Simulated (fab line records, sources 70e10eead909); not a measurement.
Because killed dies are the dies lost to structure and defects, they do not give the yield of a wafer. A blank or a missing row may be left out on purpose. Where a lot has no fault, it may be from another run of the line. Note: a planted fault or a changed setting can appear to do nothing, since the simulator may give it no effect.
Which tool was responsible? || flow nand_harc || route of 1302 steps, sampled at 1 step: 6 lots, 18 wafers

== WHAT THE GAUGES SHOWED, per wafer ==
NHARC_P_ZERO_WELL_CD_MEAS_37: the cd target is 720 nm.
{"lot": "L921", "measured": "day 3 16:06", "on": "cd_sem-03", "cd_nm (nm)": "722.4 718.4 720.3"}
{"lot": "L923", "measured": "day 4 12:07", "on": "cd_sem-02", "cd_nm (nm)": "719.9 722.9 724.2"}
{"lot": "L925", "measured": "day 5 08:17", "on": "cd_sem-02", "cd_nm (nm)": "716.5 716.8 718.1"}
{"lot": "L933", "measured": "day 8 16:06", "on": "cd_sem-03", "cd_nm (nm)": "719.1 723.7 722.6"}
{"lot": "L935", "measured": "day 9 14:05", "on": "cd_sem-03", "cd_nm (nm)": "728.8 721.5 723.5"}
{"lot": "L937", "measured": "day 10 08:25", "on": "cd_sem-02", "cd_nm (nm)": "716.8 721.5 720.9"}

== TOOL THAT RAN EACH LOT (tool first, then ch and the chambers of the sampled wafers, then the start) ==
Record: no process step prior to these readings.

== THE ANSWER, worked out from the rows above alone ==
Rule: the lots themselves supply what counts as usual. Put in order of their means at a reading, lots are off if they are a third of the lots or fewer, leave a main group of 4 or more, and stand apart from it by a gap of 3 or more times the standard deviation of the main group's means; of several such gaps the widest counts. Not used: any main group whose means are identical at the precision the tables above print for the reading. A lot without any number at a reading at which 4 lots or more have one is off too. Any other lot the step has rows for is counted as sound.
None of the lots is off at any reading shown; this tells nothing.

== WHAT WAS PUT IN BY THE SIMULATOR ==
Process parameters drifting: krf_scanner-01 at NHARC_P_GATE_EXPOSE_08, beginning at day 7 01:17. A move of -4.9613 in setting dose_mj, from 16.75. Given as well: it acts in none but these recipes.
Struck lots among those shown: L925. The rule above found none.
